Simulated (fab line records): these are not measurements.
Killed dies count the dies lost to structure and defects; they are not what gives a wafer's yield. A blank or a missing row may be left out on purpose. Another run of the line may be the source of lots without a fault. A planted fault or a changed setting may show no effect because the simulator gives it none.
fab line records + flow n5-finfet
[record]
- lots = 12
- wafers = 36
- last-day = 17
route steps=1938 shown BEOL_M12@1652 BEOL_M13@1660 PASSIVATION@1936
lots that met no fault: from a run of the same line without faults
start-h: the number of hours between the record's first day and the start of the first shown wafer of the lot + wait-h: hours since the lot's step before + " as in the row above + L1.1+2: one row covering several wafers at once + - value missing, or start not given + * or withheld: withheld + < > ~ a bound
route shown NAME@n: names a module that has steps shown in the file, with the first one's number in the route + usual: mean and standard deviation over wafers with no fault + same: alike in all rows + chamber/n: place in a boat + sites: each site's reading + _std_site: their standard deviation + _edge_site: the outer-site mean with the inner-site mean subtracted + radius-mm: for every site, how far away it sits from the centre of the wafer + mask NAME#n: copy n + behind: the most recent tool/chamber to have shaped the wafer + hold: reason for holding the lot/hours on hold/outcome of the hold + device: which transistor (n, p or np) failed to switch + end of line: the tests these same wafers got at the end of their route + a step given without rows: its recipe and nothing more + killed: at the first sort, the dies lost to defects and structure; wafer yield is something else + map: shows each die of a wafer: x if killed, . if not, _ if none is there
set.NAME: the setting that was run; set.NAME@STEP: the one run at that earlier step + model.NAME: the simulator's own value behind a step, which no gauge read
route steps across a sampled set of lots; one table per step, one row per wafer
services: from which hour (start-h, from the record's first day; less than 0 if before it) a tool's chamber was out of use, for how many hours, and why
[[steps]]
[step N5_BEOL_M12_ANNEAL_48]
[recipe]
- temp-c = 225
- time-s = 90
- ambient = N2
[usual]
- wafer_temp_C_max = 226.02/0.27
| lot.wafer | tool          | chamber | start-h | wait-h | wafer_temp_C_max |
|-----------|---------------|---------|---------|--------|------------------|
| L388.1    | rtp-anneal-02 | 0       | 241.62  | 0.1    | 225.82           |
| L388.2    | "             | 0       | "       | "      | 226.29           |
| L388.4    | "             | 0       | "       | "      | 226.34           |
| L390.2    | rtp-anneal-01 | 0       | 257.36  | 0.9    | 225.86           |
| L390.3    | "             | 0       | "       | "      | 225.68           |
| L390.5    | "             | 0       | "       | "      | 225.87           |
| L391.1    | rtp-anneal-01 | 0       | 264.63  | 0.7    | 226.10           |
| L391.2    | "             | 0       | "       | "      | 226.33           |
| L391.6    | "             | 0       | "       | "      | 225.87           |
| L393.2    | rtp-anneal-01 | 0       | 266.53  | 0.2    | 226.25           |
| L393.3    | "             | 0       | "       | "      | 226.24           |
| L393.6    | "             | 0       | "       | "      | 226.67           |
| L392.1    | rtp-anneal-02 | 0       | 266.68  | 0.1    | 225.93           |
| L392.2    | "             | 0       | "       | "      | 225.58           |
| L392.4    | "             | 0       | "       | "      | 226.05           |
| L394.1    | rtp-anneal-02 | 0       | 275.42  | 0.4    | 225.42           |
| L394.2    | "             | 0       | "       | "      | 226.14           |
| L394.6    | "             | 0       | "       | "      | 225.98           |
| L395.1    | rtp-anneal-02 | 0       | 275.96  | 0.8    | 225.95           |
| L395.2    | "             | 0       | "       | "      | 226.36           |
| L395.5    | "             | 0       | "       | "      | 226.28           |
| L399.1    | rtp-anneal-02 | 0       | 315.24  | 0.3    | 225.77           |
| L399.4    | "             | 0       | "       | "      | 225.93           |
| L399.5    | "             | 0       | "       | "      | 225.79           |
| L403.2    | rtp-anneal-02 | 0       | 333.95  | 0.1    | 226.30           |
| L403.3    | "             | 0       | "       | "      | 225.95           |
| L403.5    | "             | 0       | "       | "      | 225.94           |
| L404.2    | rtp-anneal-02 | 0       | 340.96  | 0.8    | 225.81           |
| L404.4    | "             | 0       | "       | "      | 225.96           |
| L404.5    | "             | 0       | "       | "      | 225.56           |
| L407.1    | rtp-anneal-01 | 0       | 359.61  | 0.1    | 225.90           |
| L407.3    | "             | 0       | "       | "      | 225.78           |
| L407.5    | "             | 0       | "       | "      | 225.56           |
| L408.2    | rtp-anneal-02 | 0       | 368.68  | 0.1    | 225.89           |
| L408.4    | "             | 0       | "       | "      | 225.83           |
| L408.6    | "             | 0       | "       | "      | 225.95           |
[step N5_BEOL_M13_THK_MEAS_01]
[recipe]
- reads = SiOC_of_BEOL_M13_ILD_DEP_00
[usual]
- M13_ILD_THK = 839/10
| lot.wafer | tool          | chamber | start-h | wait-h | M13_ILD_THK[nm] |
|-----------|---------------|---------|---------|--------|-----------------|
| L388.1    | film-metro-02 | -       | 242.62  | 0.2    | 826             |
| L388.2    | "             | -       | "       | "      | 842             |
| L388.4    | "             | -       | "       | "      | 836             |
| L390.2    | film-metro-02 | -       | 258.27  | 0.1    | 836             |
| L390.3    | "             | -       | "       | "      | 843             |
| L390.5    | "             | -       | "       | "      | 834             |
| L391.1    | film-metro-01 | -       | 265.57  | 0.1    | 830             |
| L391.2    | "             | -       | "       | "      | 833             |
| L391.6    | "             | -       | "       | "      | 842             |
| L393.2    | film-metro-01 | -       | 267.47  | 0.2    | 826             |
| L393.3    | "             | -       | "       | "      | 843             |
| L393.6    | "             | -       | "       | "      | 853             |
| L392.1    | film-metro-01 | -       | 267.61  | 0.1    | 840             |
| L392.2    | "             | -       | "       | "      | 832             |
| L392.4    | "             | -       | "       | "      | 854             |
| L394.1    | film-metro-02 | -       | 276.63  | 0.1    | 832             |
| L394.2    | "             | -       | "       | "      | 844             |
| L394.6    | "             | -       | "       | "      | 838             |
| L395.1    | film-metro-02 | -       | 276.89  | 0.1    | 832             |
| L395.2    | "             | -       | "       | "      | 835             |
| L395.5    | "             | -       | "       | "      | 842             |
| L399.1    | film-metro-01 | -       | 316.17  | 0.1    | 824             |
| L399.4    | "             | -       | "       | "      | 845             |
| L399.5    | "             | -       | "       | "      | 847             |
| L403.2    | film-metro-01 | -       | 334.84  | 0.1    | 838             |
| L403.3    | "             | -       | "       | "      | 836             |
| L403.5    | "             | -       | "       | "      | 851             |
| L404.2    | film-metro-02 | -       | 341.85  | 0.1    | 859             |
| L404.4    | "             | -       | "       | "      | 847             |
| L404.5    | "             | -       | "       | "      | 843             |
| L407.1    | film-metro-02 | -       | 360.54  | 0.1    | 841             |
| L407.3    | "             | -       | "       | "      | 831             |
| L407.5    | "             | -       | "       | "      | 850             |
| L408.2    | film-metro-01 | -       | 369.56  | 0.1    | 823             |
| L408.4    | "             | -       | "       | "      | 843             |
| L408.6    | "             | -       | "       | "      | 836             |
[step N5_BEOL_M13_CD_MEAS_10]
[recipe]
- target-cd-nm = 190
- landing-energy-ev = 500
- detector = se-inlens
- polarity = opening
[usual]
- cd-nm = 189.8/1.5
| lot.wafer | tool      | chamber | start-h | wait-h | cd-nm |
|-----------|-----------|---------|---------|--------|-------|
| L388.1    | cd-sem-01 | 0       | 242.92  | -      | 190.2 |
| L388.2    | "         | 0       | "       | "      | 189.4 |
| L388.4    | "         | 0       | "       | "      | 187.0 |
| L390.2    | cd-sem-02 | 0       | 258.57  | -      | 188.7 |
| L390.3    | "         | 0       | "       | "      | 192.1 |
| L390.5    | "         | 0       | "       | "      | 188.1 |
| L391.1    | cd-sem-03 | 0       | 265.87  | -      | 188.3 |
| L391.2    | "         | 0       | "       | "      | 189.6 |
| L391.6    | "         | 0       | "       | "      | 190.3 |
| L393.2    | cd-sem-03 | 0       | 267.78  | -      | 190.1 |
| L393.3    | "         | 0       | "       | "      | 189.6 |
| L393.6    | "         | 0       | "       | "      | 189.4 |
| L392.1    | cd-sem-02 | 0       | 268.04  | -      | 192.3 |
| L392.2    | "         | 0       | "       | "      | 192.4 |
| L392.4    | "         | 0       | "       | "      | 192.1 |
| L394.1    | cd-sem-01 | 0       | 277.06  | -      | 190.7 |
| L394.2    | "         | 0       | "       | "      | 188.5 |
| L394.6    | "         | 0       | "       | "      | 191.1 |
| L395.1    | cd-sem-02 | 0       | 277.32  | -      | 191.0 |
| L395.2    | "         | 0       | "       | "      | 189.5 |
| L395.5    | "         | 0       | "       | "      | 190.9 |
| L399.1    | cd-sem-03 | 0       | 316.47  | -      | 188.7 |
| L399.4    | "         | 0       | "       | "      | 189.3 |
| L399.5    | "         | 0       | "       | "      | 190.0 |
| L403.2    | cd-sem-01 | 0       | 335.27  | -      | 189.5 |
| L403.3    | "         | 0       | "       | "      | 189.9 |
| L403.5    | "         | 0       | "       | "      | 189.2 |
| L404.2    | cd-sem-03 | 0       | 342.15  | -      | 188.4 |
| L404.4    | "         | 0       | "       | "      | 190.6 |
| L404.5    | "         | 0       | "       | "      | 187.6 |
| L407.1    | cd-sem-03 | 0       | 360.97  | -      | 188.2 |
| L407.3    | "         | 0       | "       | "      | 188.2 |
| L407.5    | "         | 0       | "       | "      | 190.2 |
| L408.2    | cd-sem-01 | 0       | 369.87  | -      | 188.4 |
| L408.4    | "         | 0       | "       | "      | 191.2 |
| L408.6    | "         | 0       | "       | "      | 190.0 |
[step N5_BEOL_M13_COAT_66]
[recipe]
- resist = SiARC
- temp-c = 220
- time-s = 60
- spin-rpm = 1500
- resist-thk-nm = 110
[usual]
- heater-power-total-W = 427.7/2.2
- spin-speed-rpm = 1499.7/0.87
| lot.wafer | tool           | chamber | start-h | wait-h | heater-power-total-W | spin-speed-rpm |
|-----------|----------------|---------|---------|--------|----------------------|----------------|
| L388.1    | litho-track-01 | 0       | 243.58  | -      | 427.2                | 1501.2         |
| L388.2    | "              | 0       | "       | "      | 428.4                | 1500.3         |
| L388.4    | "              | 0       | "       | "      | 429.3                | 1499.2         |
| L390.2    | litho-track-01 | 0       | 259.23  | -      | 424.3                | 1600.6         |
| L390.3    | "              | 0       | "       | "      | 425.5                | 1601.2         |
| L390.5    | "              | 0       | "       | "      | 428.2                | 1600.9         |
| L391.1    | litho-track-03 | 0       | 266.53  | -      | 426.7                | 1500.9         |
| L391.2    | "              | 0       | "       | "      | 429.0                | 1501.2         |
| L391.6    | "              | 0       | "       | "      | 429.4                | 1499.2         |
| L393.2    | litho-track-01 | 0       | 268.44  | -      | 426.6                | 1600.3         |
| L393.3    | "              | 0       | "       | "      | 428.5                | 1600.8         |
| L393.6    | "              | 0       | "       | "      | 425.2                | 1600.5         |
| L392.1    | litho-track-01 | 0       | 268.71  | -      | 430.8                | 1601.0         |
| L392.2    | "              | 0       | "       | "      | 428.1                | 1602.1         |
| L392.4    | "              | 0       | "       | "      | 427.1                | 1602.1         |
| L394.1    | litho-track-03 | 0       | 277.72  | -      | 430.8                | 1500.6         |
| L394.2    | "              | 0       | "       | "      | 424.1                | 1500.7         |
| L394.6    | "              | 0       | "       | "      | 424.1                | 1500.9         |
| L395.1    | litho-track-05 | 0       | 278.02  | -      | 429.6                | 1500.4         |
| L395.2    | "              | 0       | "       | "      | 429.3                | 1500.2         |
| L395.5    | "              | 0       | "       | "      | 424.0                | 1498.0         |
| L399.1    | litho-track-05 | 0       | 317.13  | -      | 430.1                | 1501.1         |
| L399.4    | "              | 0       | "       | "      | 430.6                | 1500.9         |
| L399.5    | "              | 0       | "       | "      | 424.9                | 1500.8         |
| L403.2    | litho-track-05 | 0       | 335.92  | -      | 429.4                | 1501.2         |
| L403.3    | "              | 0       | "       | "      | 429.9                | 1498.8         |
| L403.5    | "              | 0       | "       | "      | 427.2                | 1500.3         |
| L404.2    | litho-track-05 | 0       | 342.90  | -      | 429.4                | 1499.2         |
| L404.4    | "              | 0       | "       | "      | 429.3                | 1499.5         |
| L404.5    | "              | 0       | "       | "      | 425.1                | 1499.0         |
| L407.1    | litho-track-03 | 0       | 361.87  | -      | 430.3                | 1500.1         |
| L407.3    | "              | 0       | "       | "      | 430.6                | 1499.5         |
| L407.5    | "              | 0       | "       | "      | 424.4                | 1498.6         |
| L408.2    | litho-track-05 | 0       | 370.58  | -      | 430.6                | 1498.7         |
| L408.4    | "              | 0       | "       | "      | 430.8                | 1498.8         |
| L408.6    | "              | 0       | "       | "      | 425.6                | 1499.0         |
[step N5_PASSIVATION_PROBE_49]
[usual]
- defect-limited-yield = 91.4/1.6
- killed_at_M0_to_M3 = 31/11
- killed_at_M4_up = 14/5.7
- killed-at-contacts = 12/6
- killed-at-front-end = 41/13
- killed-at-other = 3.3/2.8
- killed-dies = 101/19
- killed-open = 67/14
- killed-short = 33/8.2
- sort_bin_4_leakage = 0.0/0.37
- sort_bin_5_function = 5.0/1.1
- sort_bin_6_memory = 3.3/0.74
- sort-n-pass = 1078/20
- sort-yield-pct = 91.3/1.7
[same]
- gross-dies = 1180
- killed-at-back-side = 0
- sort_bin_8_speed[%] = 0
| lot.wafer | tool      | chamber | start-h | wait-h | defect-limited-yield[%] | killed_at_M0_to_M3 | killed_at_M4_up | killed-at-contacts | killed-at-front-end | killed-at-other | killed-dies | killed-open | killed-short | sort_bin_4_leakage[%] | sort_bin_5_function[%] | sort_bin_6_memory[%] | sort-n-pass | sort-yield-pct[%] |
|-----------|-----------|---------|---------|--------|-------------------------|--------------------|-----------------|--------------------|---------------------|-----------------|-------------|-------------|--------------|-----------------------|------------------------|----------------------|-------------|-------------------|
| L404.2    | prober-02 | -       | 371.72  | 0.1    | 91.8                    | 37                 | 14              | 14                 | 31                  | 1               | 97          | 69          | 26           | 0                     | 5.3                    | 2.5                  | 1083        | 91.8              |
| L404.4    | prober-02 | -       | 371.82  | 0.2    | 92.2                    | 37                 | 8               | 13                 | 32                  | 2               | 92          | 58          | 32           | 0                     | 3.8                    | 3.4                  | 1088        | 92.2              |
| L404.5    | prober-02 | -       | 371.87  | 0.2    | 91.2                    | 37                 | 14              | 15                 | 37                  | 1               | 104         | 80          | 23           | 0                     | 4.2                    | 4.2                  | 1076        | 91.2              |
// killed by level:class
L404.2 MOL_CONTACT_COAG:geometric-particle:open=13 BEOL_M2:geometric-particle:open=10 STI_FIN_REVEAL:geometric-particle:open=9 BEOL_M0_SAQP:geometric-particle:open=6 BEOL_M4:geometric-particle:open=6 FIN_SAQP:geometric-particle:open=5 GATE_CUT:geometric-particle:short=4 BEOL_M0_SAQP:geometric-particle:short=4
L404.4 BEOL_M0_SAQP:geometric-particle:open=12 BEOL_M3:geometric-particle:open=10 MOL_CONTACT_COAG:geometric-particle:open=9 BEOL_M0_SAQP:geometric-particle:short=9 STI_FIN_REVEAL:geometric-particle:open=8 FIN_SAQP:geometric-particle:short=4 STI_FIN_REVEAL:geometric-particle:short=4 DUMMY_GATE:geometric-particle:open=4
L404.5 STI_FIN_REVEAL:geometric-particle:open=16 MOL_CONTACT_COAG:geometric-particle:open=14 BEOL_M2:geometric-particle:open=11 FIN_SAQP:geometric-particle:open=7 BEOL_M1:geometric-particle:open=7 BEOL_M0_SAQP:geometric-particle:open=4 BEOL_M2:geometric-particle:short=4 BEOL_M3:geometric-particle:short=4
[[services]]
| tool           | chamber | start-h | hours | kind                      |
|----------------|---------|---------|-------|---------------------------|
| litho-track-01 | -       | 291.00  | -     | consumable-replace:filter |
[[key]]
[first-sign]
- step = N5_BEOL_M13_COAT_66
- reading = spin-speed-rpm
- direction = up
- sigmas = 99+
- usual = *
- struck = *
effect none on later readings
met-at N5_BEOL_M13_COAT_66
struck-lots L390,L392,L393
rows-end L392.1
not-acting-at N5_BEOL_M12_ANNEAL_48,N5_BEOL_M13_THK_MEAS_01,N5_BEOL_M13_CD_MEAS_10
onset-between 243.58 259.23
[fault]
- kind = process-parameter-drift
- tool = litho-track-01
- chamber = -
- onset-h = 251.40
- steps = N5_BEOL_M13_COAT_66
- channel = spin-rpm
- offset = *
- shape = step
- acts-in = *
- stated = *
// rows-end: these wafers met a further fault down the route, and their rows from its step on are left out
